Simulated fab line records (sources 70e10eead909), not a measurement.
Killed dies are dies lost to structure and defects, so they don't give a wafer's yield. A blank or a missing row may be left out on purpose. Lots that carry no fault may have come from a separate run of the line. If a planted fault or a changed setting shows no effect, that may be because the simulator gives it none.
fab line records	flow nand-harc
record: lots: 13	wafers: 39	last-day: 32
route steps=1302 shown P_ZERO_WELL@56 P_GATE@151 END@1302
lots with no fault: from the same line, run without faults
start-h: hours from the record's opening day to when the first of the lot's shown wafers began	wait-h: time in hours since the lot's previous step	" unchanged from the row above	L1.1+2: a single row standing in for several wafers	- no value present, or no start provided	* or withheld: withheld	< > ~ a bound
route shown NAME@n: NAME is a module with steps in the file, n the number in the route of the first one	usual: the fault-free wafers' mean and standard deviation	same: alike in all rows	chamber/n: place in a boat	sites: each site's reading	_std_site: standard deviation across them	_edge_site: outer sites' mean less inner sites'	radius-mm: for every site, how far away it sits from the centre of the wafer	mask NAME#n: copy n	behind: the tool/chamber that last shaped the wafer	hold: the reason the lot was held/the length of the hold in hours/how it ended	device: the transistor (n, p or np) that didn't switch	end of line: the route-end tests of the same wafers	a step given without rows: its recipe and nothing more	killed: dies that structure and defects cost at the first sort, which is not the same as the wafer's yield	map: a wafer's dies, marking killed ones x, the rest . and places with no die _
set.NAME: the setting as run; set.NAME@STEP: as run at that earlier step	model.NAME: the simulator's own value behind a step, which no gauge read
route steps across a sampled set of lots; one table per step, one row per wafer
services: a tool's chamber out of use, with start hour (start-h, from the record's first day; less than 0 if before it), hours out, and reason
== steps ==
step: NHARC_P_ZERO_WELL_EXPOSE_49
recipe: na: 0.6	target-cd-nm: 2000	dose-mj: 22.64	mask-id: P_HVPW
lot.wafer	tool	chamber	start-h	wait-h	mask
L561.3+4+5	krf-scanner-04	0	25.37	-	P_HVPW#0
L562.1+2+5	krf-scanner-03	0	36.36	-	P_HVPW#0
L564.1+4+5	krf-scanner-01	0	55.64	-	P_HVPW#0
L566.4+5+6	krf-scanner-03	0	75.72	-	P_HVPW#0
L567.3+4+6	krf-scanner-04	0	85.53	-	P_HVPW#0
L568.1+4+5	krf-scanner-03	0	96.05	-	P_HVPW#0
L569.1+2+3	krf-scanner-03	0	105.73	-	P_HVPW#0
L570.1+3+6	krf-scanner-03	0	115.46	-	P_HVPW#0
L571.1+2+5	krf-scanner-01	0	125.73	-	P_HVPW#0
L572.2+3+6	krf-scanner-03	0	135.58	-	P_HVPW#0
L573.1+4+6	krf-scanner-04	0	145.62	-	P_HVPW#0
L574.3+4+6	krf-scanner-04	0	155.33	-	P_HVPW#0
L578.1+4+5	krf-scanner-03	0	195.59	-	P_HVPW_R1#0
step: NHARC_P_ZERO_WELL_CD_MEAS_52
recipe: target-cd-nm: 2000	landing-energy-ev: 500
usual: cd-nm: 1999.0/2.3
lot.wafer	tool	chamber	start-h	wait-h	cd-nm
L561.3	cd-sem-02	0	25.52	-	1996.2
L561.4	"	0	"	"	1998.8
L561.5	"	0	"	"	2000.0
L562.1	cd-sem-02	0	36.51	-	1998.5
L562.2	"	0	"	"	1998.9
L562.5	"	0	"	"	2001.5
L564.1	cd-sem-03	0	55.80	-	1999.0
L564.4	"	0	"	"	1996.5
L564.5	"	0	"	"	1995.8
L566.4	cd-sem-03	0	75.87	-	2003.4
L566.5	"	0	"	"	2001.6
L566.6	"	0	"	"	1999.4
L567.3	cd-sem-03	0	85.68	-	1998.3
L567.4	"	0	"	"	2000.2
L567.6	"	0	"	"	1999.0
L568.1	cd-sem-01	0	96.21	-	1998.7
L568.4	"	0	"	"	1998.0
L568.5	"	0	"	"	1998.3
L569.1	cd-sem-02	0	105.89	-	2001.0
L569.2	"	0	"	"	2000.5
L569.3	"	0	"	"	2001.1
L570.1	cd-sem-03	0	115.62	-	1999.2
L570.3	"	0	"	"	1997.9
L570.6	"	0	"	"	2000.5
L571.1	cd-sem-01	0	125.89	-	1997.4
L571.2	"	0	"	"	1996.5
L571.5	"	0	"	"	2000.8
L572.2	cd-sem-03	0	135.73	-	2001.0
L572.3	"	0	"	"	1998.2
L572.6	"	0	"	"	1999.5
L573.1	cd-sem-03	0	145.78	-	1998.6
L573.4	"	0	"	"	1997.8
L573.6	"	0	"	"	1998.8
L574.3	cd-sem-01	0	155.49	-	2001.7
L574.4	"	0	"	"	2000.1
L574.6	"	0	"	"	2003.9
L578.1	cd-sem-02	0	195.75	-	1682.2
L578.4	"	0	"	"	1684.0
L578.5	"	0	"	"	1686.2
step: NHARC_P_ZERO_WELL_DESCUM_54
recipe: time-s: 3	o2-flow-sccm: 200	ar-flow-sccm: 0	bias-power-w: 0	chemistry: O2
usual: drypump-motor-current-A: 5.6/0.34	oes-product-au: 1.000/0.012	rf-vpp-V: 57.9/0.95	showerhead-plenum-p-Torr: 1.94/0.1	throttle-valve-pct: 11.310/0.01
lot.wafer	tool	chamber	start-h	wait-h	drypump-motor-current-A	oes-product-au	rf-hours-counter-h	rf-vpp-V	showerhead-plenum-p-Torr	throttle-valve-pct
L561.3	rie-diel-04	2	25.69	-	5.7	1.001	7	57.3	1.98	11.290
L561.5	"	1	"	"	5.4	0.993	-	59.1	2.06	11.316
L561.4	"	2	"	"	5.7	1.006	-	57.4	1.98	11.322
L562.1	rie-diel-07	3	36.69	-	5.4	0.991	32	56.1	1.78	11.312
L562.2	"	0	"	"	5.2	0.997	29	57.5	2.01	11.288
L562.5	"	2	"	"	5.1	0.996	-	58.4	1.87	11.296
L564.4	rie-diel-07	2	55.96	-	5.1	1.007	40	57.1	1.87	11.302
L564.1	"	0	"	"	5.2	1.012	36	58.9	2.01	11.298
L564.5	"	3	"	"	5.4	0.998	-	56.6	1.78	11.295
L566.4	rie-diel-04	1	76.04	-	5.5	0.986	21	58.9	2.05	11.299
L566.6	"	0	"	"	5.8	1.008	-	60.1	2.07	11.326
L566.5	"	1	"	"	5.5	0.999	-	58.5	2.05	11.287
L567.3	rie-diel-07	1	85.91	-	5.8	1.002	39	58.5	1.76	11.310
L567.4	"	1	"	"	5.9	1.002	-	56.8	1.76	11.299
L567.6	"	2	"	"	5.2	1.000	-	58.3	1.87	11.310
L568.4	rie-diel-07	1	96.38	-	5.9	1.004	45	56.9	1.76	11.297
L568.1	"	2	"	"	5.1	1.003	53	57.2	1.87	11.326
L568.5	"	0	"	"	5.2	1.016	-	58.5	2.00	11.320
L569.3	rie-diel-04	2	106.05	-	5.7	0.999	34	57.5	1.97	11.300
L569.2	"	3	"	"	5.6	1.003	36	57.3	1.98	11.308
L569.1	"	0	"	"	5.8	0.993	27	59.1	2.07	11.317
L570.3	rie-diel-07	1	115.79	-	5.9	1.018	52	56.9	1.76	11.316
L570.1	"	3	"	"	5.4	0.985	57	56.1	1.77	11.305
L570.6	"	1	"	"	5.9	1.013	-	57.7	1.76	11.304
L571.2	rie-diel-01	3	126.07	-	6.3	0.998	35	58.7	1.94	11.328
L571.1	"	1	"	"	6.3	0.989	32	56.9	1.80	11.324
L571.5	"	3	"	"	6.3	1.000	-	56.9	1.94	11.316
L572.3	rie-diel-07	3	135.90	-	5.4	0.985	5	59.0	2.07	11.315
L572.2	"	0	"	"	5.2	1.005	5	57.6	2.00	11.314
L572.6	"	3	"	"	5.4	0.993	-	58.1	2.07	11.316
L573.4	rie-diel-04	0	145.95	-	5.8	1.000	44	58.5	2.06	11.309
L573.1	"	2	"	"	5.7	0.993	46	57.5	1.97	11.310
L573.6	"	3	"	"	5.6	0.997	-	58.6	1.97	11.310
L574.3	rie-diel-07	3	155.67	-	5.4	0.996	12	58.1	2.07	11.312
L574.6	"	2	"	"	5.2	1.007	-	56.4	1.86	11.302
L574.4	"	3	"	"	5.4	0.983	-	59.3	2.07	11.317
L578.1	rie-diel-01	1	195.91	-	6.2	0.976	52	58.6	1.80	11.331
L578.4	"	2	"	"	5.7	1.007	55	57.9	1.94	11.305
L578.5	"	1	"	"	6.2	0.971	-	58.6	1.80	11.306
step: NHARC_P_GATE_CD_MEAS_33
usual: cd-nm: 120.7/2.7
lot.wafer	tool	chamber	start-h	wait-h	cd-nm
L561.3	cd-sem-02	-	96.29	-	114.7
L561.4	"	-	"	"	117.7
L561.5	"	-	"	"	119.6
L562.1	cd-sem-03	-	112.33	-	116.6
L562.2	"	-	"	"	116.5
L562.5	"	-	"	"	119.2
L564.1	cd-sem-03	-	131.24	-	118.1
L564.4	"	-	"	"	117.1
L564.5	"	-	"	"	120.3
L566.4	cd-sem-03	-	153.25	-	118.9
L566.5	"	-	"	"	120.1
L566.6	"	-	"	"	117.7
L567.3	cd-sem-01	-	155.36	-	122.4
L567.4	"	-	"	"	121.4
L567.6	"	-	"	"	125.7
L568.1	cd-sem-03	-	170.42	-	123.8
L568.4	"	-	"	"	120.1
L568.5	"	-	"	"	124.1
L569.1	cd-sem-03	-	177.09	-	116.9
L569.2	"	-	"	"	119.9
L569.3	"	-	"	"	119.2
L570.1	cd-sem-03	-	192.22	-	115.3
L570.3	"	-	"	"	117.5
L570.6	"	-	"	"	120.1
L571.1	cd-sem-02	-	202.44	-	120.4
L571.2	"	-	"	"	122.0
L571.5	"	-	"	"	124.5
L572.2	cd-sem-01	-	210.41	-	120.5
L572.3	"	-	"	"	120.1
L572.6	"	-	"	"	119.4
L573.1	cd-sem-02	-	216.16	0.1	123.2
L573.4	"	-	"	"	117.7
L573.6	"	-	"	"	118.8
L574.3	cd-sem-01	-	228.04	0.2	119.8
L574.4	"	-	"	"	126.1
L574.6	"	-	"	"	124.6
L578.1	cd-sem-01	-	279.39	-	124.4
L578.4	"	-	"	"	122.0
L578.5	"	-	"	"	121.0
step: NHARC_P_GATE_CD_MEAS_46
recipe: target-cd-nm: 720	landing-energy-ev: 500
usual: cd-nm: 719.1/2.1
lot.wafer	tool	chamber	start-h	wait-h	cd-nm
L561.3	cd-sem-03	0	107.12	-	718.5
L561.4	"	0	"	"	718.6
L561.5	"	0	"	"	717.1
L562.1	cd-sem-03	0	123.38	-	717.8
L562.2	"	0	"	"	714.4
L562.5	"	0	"	"	715.5
L564.1	cd-sem-02	0	142.29	-	721.4
L564.4	"	0	"	"	721.4
L564.5	"	0	"	"	721.7
L567.3	cd-sem-03	0	166.32	-	721.9
L567.4	"	0	"	"	722.5
L567.6	"	0	"	"	720.8
L566.4	cd-sem-02	0	166.48	-	714.5
L566.5	"	0	"	"	716.4
L566.6	"	0	"	"	717.7
L568.1	cd-sem-03	0	183.46	-	720.6
L568.4	"	0	"	"	720.1
L568.5	"	0	"	"	721.5
L569.1	cd-sem-03	0	187.98	-	715.8
L569.2	"	0	"	"	719.0
L569.3	"	0	"	"	718.4
L570.1	cd-sem-03	0	203.27	-	718.8
L570.3	"	0	"	"	718.5
L570.6	"	0	"	"	718.2
L571.1	cd-sem-03	0	213.48	-	719.2
L571.2	"	0	"	"	718.3
L571.5	"	0	"	"	719.9
L572.2	cd-sem-03	0	221.40	-	720.8
L572.3	"	0	"	"	721.3
L572.6	"	0	"	"	719.7
L573.1	cd-sem-01	0	227.08	-	720.2
L573.4	"	0	"	"	719.2
L573.6	"	0	"	"	720.6
L574.3	cd-sem-01	0	238.84	-	717.8
L574.4	"	0	"	"	717.9
L574.6	"	0	"	"	716.4
L578.1	cd-sem-02	0	292.34	-	719.2
L578.4	"	0	"	"	720.6
L578.5	"	0	"	"	717.4
step: NHARC_END_SORT_01
recipe: temp-c: 25
usual: killed-at-array: 57/20	killed-at-other: 1.0/1.5	killed-at-periphery: 3.5/2.5	killed-dies: 62/21	killed-open: 3.5/1.9	killed-short: 2.4/1.6
same: gross-dies: 677
lot.wafer	tool	chamber	start-h	wait-h	killed-at-array	killed-at-other	killed-at-periphery	killed-dies	killed-open	killed-short
L578.1	prober-01	0	757.16	2.6	76	0	175	251	6	2
L578.4	prober-01	0	759.56	3.4	90	0	158	248	2	5
L578.5	prober-01	0	760.36	3.7	77	0	172	249	1	2
killed by level:class
L578.1 P_ZERO_WELL:area-expose=172 A_CHANNEL_HOLE_D1:chamber-film-flake=31 A_SLIT:chamber-film-flake=29 A_SGD_CUT:chamber-film-flake=5 A_STAIRCASE:chamber-film-flake=3 A_CONTACT:chamber-film-flake=3 P_M0:geometric-particle:open=2 P_CONTACT:geometric-particle:open=1
L578.4 P_ZERO_WELL:area-expose=155 A_SLIT:chamber-film-flake=37 A_CHANNEL_HOLE_D1:chamber-film-flake=29 A_SGD_CUT:chamber-film-flake=5 A_STAIRCASE:chamber-film-flake=4 A_DECK1_JOINT:chamber-film-flake=3 A_WL_FILL:geometric-particle:short=2 A_ZERO_WELL:chamber-film-flake=2
L578.5 P_ZERO_WELL:area-expose=167 A_CHANNEL_HOLE_D1:chamber-film-flake=31 A_SLIT:chamber-film-flake=30 A_CONTACT:chamber-film-flake=6 P_ZERO_WELL:chamber-film-flake=3 A_STAIRCASE:chamber-film-flake=3 A_ZERO_WELL:chamber-film-flake=2 A_M1:chamber-film-flake=2
== services ==
tool	chamber	start-h	hours	kind
krf-scanner-04	-	10.00	4.0	pm
krf-scanner-01	-	15.23	1.9	repair
rie-diel-07	0	23.41	-	clean
rie-diel-07	1	23.41	-	clean
rie-diel-07	2	23.41	-	clean
rie-diel-07	3	23.41	-	clean
rie-diel-04	0	23.75	14.9	repair
rie-diel-04	-	26.51	0.7	repair
rie-diel-01	-	26.80	9.0	pm
rie-diel-07	0	47.91	-	clean
rie-diel-07	1	47.91	-	clean
rie-diel-07	2	47.91	-	clean
krf-scanner-03	-	52.00	4.0	pm
krf-scanner-03	-	64.92	2.5	repair
rie-diel-07	0	80.69	12.8	repair
krf-scanner-03	-	84.89	5.4	repair
krf-scanner-01	-	110.63	1.5	repair
rie-diel-07	-	117.20	9.0	pm
krf-scanner-01	-	140.00	4.0	pm
krf-scanner-01	-	150.90	0.2	repair
rie-diel-07	0	155.63	4.6	repair
krf-scanner-03	-	171.66	1.0	repair
rie-diel-04	-	177.90	9.0	pm
krf-scanner-04	-	182.00	4.0	pm
== key ==
first-sign: step: NHARC_P_ZERO_WELL_EXPOSE_49	reading: mask	direction: changed
effect: step: NHARC_P_ZERO_WELL_CD_MEAS_52	reading: cd-nm	direction: down	sigmas: 99+	usual: 1999.0	struck: 1684.1
effect: step: NHARC_END_SORT_01	reading: killed-at-periphery	direction: up	sigmas: 67	usual: 3.5	struck: 168.3
more-kills-born-at: NHARC_P_ZERO_WELL_EXPOSE_49@krf-scanner-03: 494
met-at NHARC_P_ZERO_WELL_EXPOSE_49
struck-lots L578
tester-left-out L578
not-acting-at NHARC_P_ZERO_WELL_DESCUM_54,NHARC_P_GATE_CD_MEAS_33,NHARC_P_GATE_CD_MEAS_46
onset-between 135.58 195.59
fault: kind: wrong-mask	tool: any	chamber: -	onset-h: 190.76	steps: NHARC_P_ZERO_WELL_EXPOSE_49	aux-copy: P_HVPW_R1#0	cd-offset-nm: -313.85	scope: struck-lots-only
tester-left-out: of these lots the tester's yield and bins aren't shown, on N5 and GAA mostly nor the transistor test; their killed dies are dies lost to structure and defects alone, not to doping, threshold or leakage, so they don't give the yield
